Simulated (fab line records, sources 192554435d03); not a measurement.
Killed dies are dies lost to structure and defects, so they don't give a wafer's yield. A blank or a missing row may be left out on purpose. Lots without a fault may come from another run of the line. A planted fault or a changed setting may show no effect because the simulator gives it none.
A struck lot beside a sound one | flow n5_finfet | 41 steps out of a route of 1938
Sound: wafers L928.1, L928.2, L928.3. Struck: wafers L936.4, L936.5, L936.6. The cause comes at the end.
At each step with rows: each side's tool, then ch and its chambers, then its first start. Under that, the readings that differ: sound wafers | struck wafers | difference of the means | sigmas: that difference in standard deviations of wafers without a fault.
alike: readings whose means differ by less than 2 such deviations, and words and numbers that are the same on both sides. not compared: withheld readings, readings that some wafer has no value for, bounds like >300 that may hide the same value, and numbers for which the record gives no deviation and whose values overlap.
The two part at a step that has a row with sigmas, a row that says differs or no value, or rows on one side only. Numbers that don't overlap but have no deviation are shown without sigmas and don't part them. A reading that every wafer of one side lacks parts them only if that side has two wafers or more.

first, 5 steps without rows for these wafers: N5_BEOL_M4_PRE_CLEAN_45 (time 30 s); N5_BEOL_M4_ALD_84 (deposits TaN, pulse time 2 s, purge time 3 s, co reactant purge time 2 s); N5_BEOL_M4_SURFACE_TREAT_85; N5_BEOL_M4_CVD_47 (deposits Co from CCTBA/H2, target thk 3 nm, time 223.8 s); N5_BEOL_M4_SPUTTER_48 (material Cu, target thk 4.5 nm, time 8.29 s).
N5_BEOL_M4_ANNEAL_49: time 240 s.
  sound on pvd_sputter-02, day 9 00:52; struck on pvd_sputter-03, day 10 13:12
  alike: heater_power_w
then, 3 steps without rows for these wafers: N5_BEOL_M4_SPUTTER_79 (material Cu, target thk 4.5 nm, time 8.29 s); N5_BEOL_M4_ANNEAL_80 (time 240 s); N5_BEOL_M4_SPUTTER_81 (material Cu, target thk 4.5 nm, time 8.29 s).
N5_BEOL_M4_ANNEAL_82: time 240 s.
  sound on pvd_sputter-02, day 9 01:18; struck on pvd_sputter-03, day 10 13:38
  alike: heater_power_w
then, 2 steps without rows for these wafers: N5_BEOL_M4_SPUTTER_86 (material Cu, target thk 4.5 nm, time 8.29 s); N5_BEOL_M4_ANNEAL_87 (time 240 s).
N5_BEOL_M4_SPUTTER_88: material Cu, target thk 4.5 nm, time 8.29 s.
  sound on pvd_sputter-02, day 9 01:40; struck on pvd_sputter-03, day 10 14:00
  alike: throttle_valve_pct
N5_BEOL_M4_ANNEAL_89: time 240 s.
  sound on pvd_sputter-02, day 9 01:44; struck on pvd_sputter-03, day 10 14:05
  alike: heater_power_w
then, 5 steps without rows for these wafers: N5_BEOL_M4_SPUTTER_90 (material Cu, target thk 4.5 nm, time 8.29 s); N5_BEOL_M4_ANNEAL_91 (time 240 s); N5_BEOL_M4_SPUTTER_92 (material Cu, target thk 4.5 nm, time 8.29 s); N5_BEOL_M4_ANNEAL_93 (time 240 s); N5_BEOL_M4_SPUTTER_94 (material Cu, target thk 4.5 nm, time 8.29 s).
N5_BEOL_M4_ANNEAL_95: time 240 s.
  sound on pvd_sputter-02, day 9 02:24; struck on pvd_sputter-03, day 10 14:44
  alike: heater_power_w
then, 5 steps without rows for these wafers: N5_BEOL_M4_SPUTTER_96 (material Cu, target thk 4.5 nm, time 8.29 s); N5_BEOL_M4_ECD_50 (material Cu, target thk 300 nm); N5_BEOL_M4_ANNEAL_51 (time 90 s); N5_BEOL_M4_CMP_52 (polishes, stops on SiOC, t overpolish 6.8 s, target thk 40 nm); N5_BEOL_M4_PRE_CLEAN_60 (time 15 s).
N5_BEOL_M4_CO_CAP_55: material Co, precursor CCTBA/H2, target thk 2 nm, time 102.1 s.
  sound on cvd_co-01 ch 0,1,2, day 9 03:24; struck on cvd_co-01 ch 0,1,2, day 10 15:47
  alike: heater_power_w
then, 2 steps without rows for these wafers: N5_BEOL_M4_PRE_CLEAN_56 (time 15 s); N5_BEOL_M4_DEP_57 (deposits SiCN from 3MS/NH3, target thk 8 nm, time 14 s).
N5_BEOL_M4_RS_MEAS_58: measures by four-point-probe.
  sound on film_metro-02, day 9 03:35; struck on film_metro-01, day 10 15:56
  alike: M4_RS
N5_BEOL_M4_RC_MEAS_101:
  sound on prober-02 ch 0, day 9 03:38; struck on prober-02 ch 0, day 10 16:26
  reading        | sound             | struck            | difference | sigmas
  IOFF_N (nA/um) | 0.124 0.185 0.140 | 0.217 0.190 0.180 | +0.046     | +2
  IOFF_P (nA/um) | 0.181 0.229 0.191 | 0.288 0.275 0.271 | +0.078     | +3
  ION_N (uA/um)  | 667 661 664       | 693 686 684       | +24        | +3
  ION_P (uA/um)  | 457 453 461       | 475 478 476       | +19        | +3
  VT_N (mV)      | 254.2 250.0 252.1 | 245.6 245.2 247.6 | -6.0       | -2
  VT_P (mV)      | -253 -252 -255    | -242 -246 -242    | +10        | +3
  alike: DIBL_N, DIBL_P, SS_N, SS_P
then, 2 steps without rows for these wafers: N5_BEOL_M5_ILD_DEP_00 (deposits SiCOH lowk from DEMS/porogen, target thk 140.64 nm, time 25.9 s); N5_BEOL_M5_CURE_79 (cures SiCOH lowk, time 240 s).
N5_BEOL_M5_THK_MEAS_01:
  sound on film_metro-01, day 9 05:11; struck on film_metro-01, day 10 17:31
  alike: M5_ILD_THK
then, 7 steps without rows for these wafers: N5_BEOL_M5_PECVD_70 (deposits SiO2 from TEOS/O2, target thk 16 nm, time 18 s); N5_BEOL_M5_HM_DEP_02 (deposits TiN, target thk 20 nm); N5_BEOL_M5_COAT_59 (time 60 s, resist thk 60 nm); N5_BEOL_M5_COAT_60 (time 60 s, resist thk 12 nm); N5_BEOL_M5_COAT_71 (time 60 s, resist thk 5 nm); N5_BEOL_M5_COAT_05 (resist thk 30 nm); N5_BEOL_M5_EBR_07.
-- the record jumps here: 4 days lie between the struck wafers' starts before and after (it left off in module BEOL_M5 and takes up again in module PASSIVATION, whose first step shown is number 1936 of the route) --
N5_PASSIVATION_PROBE_49:
  the record has rows for the struck wafers here (prober-02, day 14 23:13) and none for the sound ones

WHERE THEY PART
First at N5_BEOL_M4_RC_MEAS_101; last, within this record, at N5_PASSIVATION_PROBE_49.

WHY: what the simulator had put in
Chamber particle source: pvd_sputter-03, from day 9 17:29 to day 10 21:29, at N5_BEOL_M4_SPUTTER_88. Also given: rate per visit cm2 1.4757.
